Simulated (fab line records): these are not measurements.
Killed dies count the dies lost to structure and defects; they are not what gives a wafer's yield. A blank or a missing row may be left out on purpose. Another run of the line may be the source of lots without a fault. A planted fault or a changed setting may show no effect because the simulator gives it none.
Which tool did it?	flow nand_harc	24 lots with 72 wafers sampled at 6 steps, on a route of 1302 steps

== WHAT THE GAUGES READ, wafer by wafer ==
NHARC_P_STI_OCD_MEAS_43. Usual: trench_depth_nm 302 nm, standard deviation 5; trench_foot_cd_nm 158.1 nm, standard deviation 2.3.
lot	measured	on	trench_depth_nm (nm)	trench_foot_cd_nm (nm)	flag
L074	day 2 23:07	ocd-02	299 299 293	155.9 154.7 159.5	
L075	day 3 09:50	ocd-01	305 313 309	159.7 156.5 157.8	
L076	day 3 17:50	ocd-01	305 307 309	155.6 155.6 159.8	
L077	day 4 05:10	ocd-01	296 304 306	159.3 158.4 156.0	
L078	day 4 13:53	ocd-02	299 299 310	158.1 160.9 157.1	
L079	day 5 00:40	ocd-02	298 302 300	158.0 159.2 160.5	
L080	day 5 09:11	ocd-02	301 303 298	160.0 156.9 161.5	
L081	day 5 20:35	ocd-01	302 302 299	159.9 157.4 155.0	
L082	day 6 04:05	ocd-02	298 307 307	158.0 154.7 157.1	
L083	day 6 15:04	ocd-02	296 308 301	157.1 155.3 154.7	
L084	day 7 01:06	ocd-01	297 302 296	158.0 156.7 156.0	
L085	day 7 11:43	ocd-02	296 306 305	161.5 161.8 156.4	
L086	day 7 20:07	ocd-01	296 301 302	159.0 157.6 157.8	
L087	day 8 08:13	ocd-01	307 303 305	154.2 155.7 154.1	
L088	day 8 16:19	ocd-01	294 300 300	161.9 162.3 160.4	
L089	day 9 04:18	ocd-01	292 301 304	162.1 159.7 156.6	
L090	day 9 15:39	ocd-02	304 313 305	156.0 159.9 165.6	
L091	day 9 23:19	ocd-01	297 305 305	160.9 160.0 159.3	
L092	day 10 10:38	ocd-01	298 309 300	160.5 157.3 158.7	
L093	day 10 22:05	ocd-01	304 310 304	154.4 155.4 158.3	
L094	day 11 06:44	ocd-01	294 306 295	158.8 157.3 160.1	
L095	day 11 13:58	ocd-02	301 307 297	158.1 156.4 157.1	
L096	day 12 00:27	ocd-01	293 301 303	159.5 159.7 156.3	
L097	day 12 10:08	ocd-02	303 300 300	158.3 154.7 156.5	

NHARC_P_STI_INSPECT_25. Usual: raw_defect_count reads 210 (standard deviation 73).
lot	measured	on	raw_defect_count	flag
L074	day 4 01:37	defect_inspect-01	295 334 241	
L075	day 4 11:51	defect_inspect-02	253 219 205	
L076	day 4 19:00	defect_inspect-01	89 114 127	
L077	day 5 09:47	defect_inspect-02	125 125 142	
L078	day 5 13:52	defect_inspect-01	132 134 177	
L079	day 6 02:12	defect_inspect-01	328 211 310	
L080	day 6 12:26	defect_inspect-01	178 182 163	
L081	day 7 01:35	defect_inspect-02	180 145 125	
L082	day 7 09:50	defect_inspect-01	215 215 230	
L083	day 7 15:46	defect_inspect-01	294 207 106	
L084	day 8 07:41	defect_inspect-02	216 142 300	
L085	day 8 13:18	defect_inspect-02	369 327 328	
L086	day 8 20:30	defect_inspect-02	177 185 257	
L087	day 9 11:13	defect_inspect-01	185 128 140	
L088	day 10 04:02	defect_inspect-01	171 113 169	
L089	day 10 04:03	defect_inspect-01	343 288 306	
L090	day 11 00:13	defect_inspect-01	289 168 207	
L091	day 11 04:47	defect_inspect-02	252 285 217	
L092	day 11 19:05	defect_inspect-01	242 359 228	
L093	day 12 01:46	defect_inspect-01	110 161 237	
L094	day 12 10:01	defect_inspect-01	241 332 236	
L095	day 12 15:37	defect_inspect-02	253 175 311	
L096	day 13 06:11	defect_inspect-01	229 185 159	
L097	day 13 11:29	defect_inspect-02	208 149 198	

NHARC_P_CONTACT_CD_MEAS_12: the cd target is 90 nm. Usual: cd_nm reads 89.7 nm (standard deviation 0.65).
lot	measured	on	cd_nm (nm)	flag
L074	day 5 20:10	cd_sem-01	90.4 90.7 89.5	
L075	day 6 11:07	cd_sem-01	89.8 90.1 89.8	
L076	day 6 15:34	cd_sem-02	89.7 89.3 89.7	
L077	day 7 04:34	cd_sem-03	89.8 88.8 89.3	
L078	day 7 07:46	cd_sem-01	89.8 90.7 90.0	
L079	day 7 20:46	cd_sem-01	90.3 90.1 90.1	
L080	day 8 10:00	cd_sem-02	88.7 89.7 88.5	
L081	day 8 22:46	cd_sem-01	89.5 88.6 89.7	
L082	day 9 07:14	cd_sem-03	89.7 88.7 89.1	
L083	day 9 10:36	cd_sem-02	90.0 90.9 90.8	
L084	day 10 08:49	cd_sem-03	89.7 90.3 89.7	
L085	day 10 11:55	cd_sem-01	90.1 89.2 88.6	
L086	day 10 18:31	cd_sem-01	90.2 89.5 89.7	
L087	day 11 10:17	cd_sem-01	90.0 90.3 90.3	
L088	day 12 00:40	cd_sem-03	89.2 90.1 89.6	
L089	day 12 01:08	cd_sem-02	89.9 89.7 90.3	
L090	day 12 19:21	cd_sem-02	89.3 89.1 89.7	
L091	day 12 23:32	cd_sem-01	90.0 89.4 90.8	
L092	day 13 19:19	cd_sem-03	89.4 90.4 89.5	
L093	day 14 00:06	cd_sem-02	88.4 88.7 88.9	
L094	day 14 05:23	cd_sem-03	89.8 90.1 89.3	
L095	day 14 10:11	cd_sem-02	89.1 89.8 89.8	
L096	day 15 00:47	cd_sem-01	89.4 89.1 89.3	
L097	day 15 12:07	cd_sem-03	89.4 89.2 89.3	

== EACH LOT AND THE TOOL THAT RAN IT (in order: tool; ch and the chambers of the sampled wafers; start) ==
lot	NHARC_P_ZERO_WELL_DESCUM_39	NHARC_P_STI_ETCH_42	NHARC_P_GATE_STRIP_76
L074	rie_diel-04 ch 0,1,3, day 2 00:16	rie_diel-06 ch 0,3, day 2 22:10	plasma_asher-01 ch 0,1, day 5 14:47
L075	rie_diel-08 ch 0,1,2, day 2 10:17	rie_diel-06 ch 0,2, day 3 08:53	plasma_asher-01 ch 0,1, day 6 05:37
L076	rie_diel-04 ch 2,3, day 2 20:23	rie_diel-09 ch 0,3, day 3 16:53	plasma_asher-02 ch 0, day 6 09:58
L077	rie_diel-08 ch 0,1, day 3 06:45	rie_diel-05 ch 0,1,2, day 4 04:13	plasma_asher-02 ch 1, day 6 23:13
L078	rie_diel-08 ch 0,1,3, day 3 16:39	rie_diel-06 ch 0,2,3, day 4 12:56	plasma_asher-02 ch 0,1, day 7 02:25
L079	rie_diel-13 ch 0,2, day 4 02:24	rie_diel-09 ch 1,2, day 4 23:37	plasma_asher-01 ch 0,1, day 7 15:08
L080	rie_diel-04 ch 0,3, day 4 12:34	rie_diel-06 ch 1,2, day 5 08:14	plasma_asher-02 ch 0,1, day 8 04:37
L081	rie_diel-13 ch 1,2,3, day 4 22:17	rie_diel-09 ch 0,1,2, day 5 19:40	plasma_asher-01 ch 0,1, day 8 16:55
L082	rie_diel-04 ch 0,1, day 5 08:16	rie_diel-09 ch 0,1,2, day 6 03:08	plasma_asher-01 ch 0,1, day 9 01:11
L083	rie_diel-04 ch 0,2,3, day 5 18:22	rie_diel-09 ch 0,1,2, day 6 14:07	plasma_asher-02 ch 0,1, day 9 04:53
L084	rie_diel-13 ch 1,2, day 6 04:23	rie_diel-06 ch 0,2,3, day 7 00:09	plasma_asher-01 ch 0,1, day 10 03:20
L085	rie_diel-13 ch 0,3, day 6 14:23	rie_diel-09 ch 1,3, day 7 10:46	plasma_asher-01 ch 0,1, day 10 05:53
L086	rie_diel-13 ch 1,2, day 7 00:34	rie_diel-05 ch 1,2, day 7 19:11	plasma_asher-02 ch 0,1, day 10 12:55
L087	rie_diel-13 ch 0,2,3, day 7 10:54	rie_diel-06 ch 1,2, day 8 07:14	plasma_asher-02 ch 0,1, day 11 04:50
L088	rie_diel-13 ch 1,2, day 7 20:16	rie_diel-06 ch 1,2, day 8 15:19	plasma_asher-01 ch 0,1, day 11 19:11
L089	rie_diel-04 ch 0,2, day 8 06:26	rie_diel-09 ch 0,2,3, day 9 03:21	plasma_asher-02 ch 0, day 11 19:32
L090	rie_diel-08 ch 0,2, day 8 16:17	rie_diel-05 ch 0,2,3, day 9 14:43	plasma_asher-01 ch 0,1, day 12 13:44
L091	rie_diel-04 ch 0,1,2, day 9 02:14	rie_diel-09 ch 0,1,3, day 9 22:22	plasma_asher-02 ch 0,1, day 12 17:45
L092	rie_diel-04 ch 2,3, day 9 12:23	rie_diel-06 ch 1,2,3, day 10 09:40	plasma_asher-01 ch 0,1, day 13 13:44
L093	rie_diel-08 ch 0,2, day 9 22:32	rie_diel-06 ch 1,2, day 10 20:39	plasma_asher-01 ch 0,1, day 13 18:17
L094	rie_diel-04 ch 0,1,2, day 10 08:26	rie_diel-06 ch 2,3, day 11 05:47	plasma_asher-01 ch 1, day 14 00:03
L095	rie_diel-08 ch 0,2,3, day 10 18:22	rie_diel-09 ch 1,2,3, day 11 13:02	plasma_asher-01 ch 0,1, day 14 04:37
L096	rie_diel-08 ch 0,1, day 11 04:16	rie_diel-06 ch 1,2, day 11 23:28	plasma_asher-01 ch 0,1, day 14 19:12
L097	rie_diel-08 ch 0,3, day 11 14:08	rie_diel-06 ch 1,3, day 12 09:12	plasma_asher-01 ch 0, day 15 06:15
- NHARC_P_ZERO_WELL_DESCUM_39: chemistry O2, time 3 s.
- NHARC_P_STI_ETCH_42: etches the open film in N2/H2, target depth 80 nm, overetch 24 nm, time 61 s.
- NHARC_P_GATE_STRIP_76: strips in O2.

== AS READ BY THE TOOLS THEMSELVES (means over the sampled wafers that have a number; for cases with no such wafer, the mark the record gives instead) ==
NHARC_P_ZERO_WELL_DESCUM_39. Usual: drypump_motor_current_A 5.8 A, standard deviation 0.45; oes_product_au 0.999 a.u., standard deviation 0.011; rf_vpp_V 57.8 V, standard deviation 0.91; showerhead_plenum_p_Torr 1.91 Torr, standard deviation 0.079; throttle_valve_pct 11.311 %, standard deviation 0.0096.
lot	tool	drypump_motor_current_A (A)	oes_product_au (a.u.)	rf_vpp_V (V)	showerhead_plenum_p_Torr (Torr)	throttle_valve_pct (%)	flag
L074	rie_diel-04	5.8	0.992	58.1	1.99	11.310	
L075	rie_diel-08	5.6	1.001	59.0	1.95	11.310	
L076	rie_diel-04	6.3	0.986	57.1	1.86	11.307	
L077	rie_diel-08	5.6	0.987	58.2	1.95	11.312	
L078	rie_diel-08	5.6	1.001	57.9	1.92	11.316	
L079	rie_diel-13	5.9	1.005	57.5	1.93	11.315	
L080	rie_diel-04	6.2	0.993	58.6	1.97	11.310	
L081	rie_diel-13	6.0	1.001	58.6	1.86	11.315	
L082	rie_diel-04	5.2	0.998	58.7	2.04	11.304	
L083	rie_diel-04	6.2	0.999	57.7	1.89	11.309	
L084	rie_diel-13	5.6	1.005	57.6	1.85	11.315	
L085	rie_diel-13	6.1	0.996	57.9	1.86	11.312	
L086	rie_diel-13	5.8	0.998	58.4	1.90	11.304	
L087	rie_diel-13	6.1	1.000	57.4	1.88	11.310	
L088	rie_diel-13	5.6	1.009	57.2	1.84	11.311	
L089	rie_diel-04	6.0	1.005	57.0	1.85	11.321	
L090	rie_diel-08	5.5	0.993	57.7	1.94	11.322	
L091	rie_diel-04	5.6	1.004	57.6	1.94	11.312	
L092	rie_diel-04	6.2	1.028	57.3	1.84	11.313	
L093	rie_diel-08	5.5	1.005	59.1	1.94	11.312	
L094	rie_diel-04	5.6	0.995	58.5	1.93	11.308	
L095	rie_diel-08	5.5	0.997	57.2	1.91	11.298	
L096	rie_diel-08	5.8	1.005	57.9	1.92	11.314	
L097	rie_diel-08	5.5	0.998	57.6	1.92	11.317	

NHARC_P_STI_ETCH_42. Usual: drypump_motor_current_A 5.8 A, standard deviation 0.51; oes_product_au 0.998 a.u., standard deviation 0.012; rf_vpp_V 430.1 V, standard deviation 2.5; showerhead_plenum_p_Torr 2.03 Torr, standard deviation 0.087; throttle_valve_pct 14.172 %, standard deviation 0.0089.
lot	tool	drypump_motor_current_A (A)	oes_product_au (a.u.)	rf_vpp_V (V)	showerhead_plenum_p_Torr (Torr)	throttle_valve_pct (%)	flag
L074	rie_diel-06	5.8	1.007	432.1	2.10	14.175	
L075	rie_diel-06	6.4	0.990	430.3	2.01	14.170	
L076	rie_diel-09	5.8	1.013	426.9	1.92	14.168	
L077	rie_diel-05	5.4	1.003	426.1	1.93	14.167	
L078	rie_diel-06	6.1	1.001	430.6	2.05	14.180	
L079	rie_diel-09	5.1	0.997	431.0	2.04	14.173	
L080	rie_diel-06	5.8	0.989	432.0	2.10	14.183	
L081	rie_diel-09	5.4	1.006	429.6	2.00	14.169	
L082	rie_diel-09	5.4	1.000	429.5	2.00	14.166	
L083	rie_diel-09	5.4	1.006	429.1	2.00	14.175	
L084	rie_diel-06	6.1	0.997	430.9	2.05	14.173	
L085	rie_diel-09	5.5	1.010	428.5	1.96	14.168	
L086	rie_diel-05	5.5	0.997	427.7	1.94	14.183	
L087	rie_diel-06	6.3	0.988	430.3	2.04	14.170	
L088	rie_diel-06	6.3	0.980	431.0	2.04	14.169	
L089	rie_diel-09	5.6	1.005	427.8	1.96	14.178	
L090	rie_diel-05	5.4	1.006	428.8	2.00	14.174	
L091	rie_diel-09	5.6	1.009	428.6	1.96	14.171	
L092	rie_diel-06	6.0	0.990	432.3	2.09	14.176	
L093	rie_diel-06	6.3	0.984	431.1	2.04	14.167	
L094	rie_diel-06	6.4	0.997	430.1	2.03	14.165	
L095	rie_diel-09	5.3	1.007	429.0	1.99	14.169	
L096	rie_diel-06	6.3	0.988	430.4	2.04	14.176	
L097	rie_diel-06	5.7	1.000	433.2	2.14	14.169	

NHARC_P_GATE_STRIP_76. Usual: drypump_motor_current_A 5.3 A, standard deviation 0.32; heater_power_w 332 W, standard deviation 52.
lot	tool	drypump_motor_current_A (A)	heater_power_w (W)	flag
L074	plasma_asher-01	5.5	335	
L075	plasma_asher-01	5.5	337	
L076	plasma_asher-02	5.5	316	
L077	plasma_asher-02	4.8	264	
L078	plasma_asher-02	5.0	280	
L079	plasma_asher-01	5.5	336	
L080	plasma_asher-02	5.0	281	
L081	plasma_asher-01	5.4	374	
L082	plasma_asher-01	5.6	348	
L083	plasma_asher-02	5.3	300	
L084	plasma_asher-01	5.4	374	
L085	plasma_asher-01	5.4	374	
L086	plasma_asher-02	5.0	280	
L087	plasma_asher-02	5.3	297	
L088	plasma_asher-01	5.5	340	
L089	plasma_asher-02	5.5	316	
L090	plasma_asher-01	5.5	348	
L091	plasma_asher-02	5.2	300	
L092	plasma_asher-01	5.5	343	
L093	plasma_asher-01	5.6	340	
L094	plasma_asher-01	5.7	311	
L095	plasma_asher-01	5.5	345	
L096	plasma_asher-01	5.5	347	
L097	plasma_asher-01	5.2	402	

== THE ANSWER, worked out from the rows above alone ==
Rule: take the mean of a lot's wafers that have a number; if it is more than 3 standard deviations from the usual mean, the lot is off. Also off: a lot with no number at a reading for which 4 or more lots have one. Where the step has rows for the other lots, those lots are counted as sound. The gauges are gone through in route order, then the tools' own readings, and for those a lot's mean is taken as printed above. At the first step where some lot is off, the reading lying furthest off is the one used; lots without a number count as furthest.
None of the lots is off at any reading shown; this tells nothing.

== WHAT THE SIMULATOR PUT IN ==
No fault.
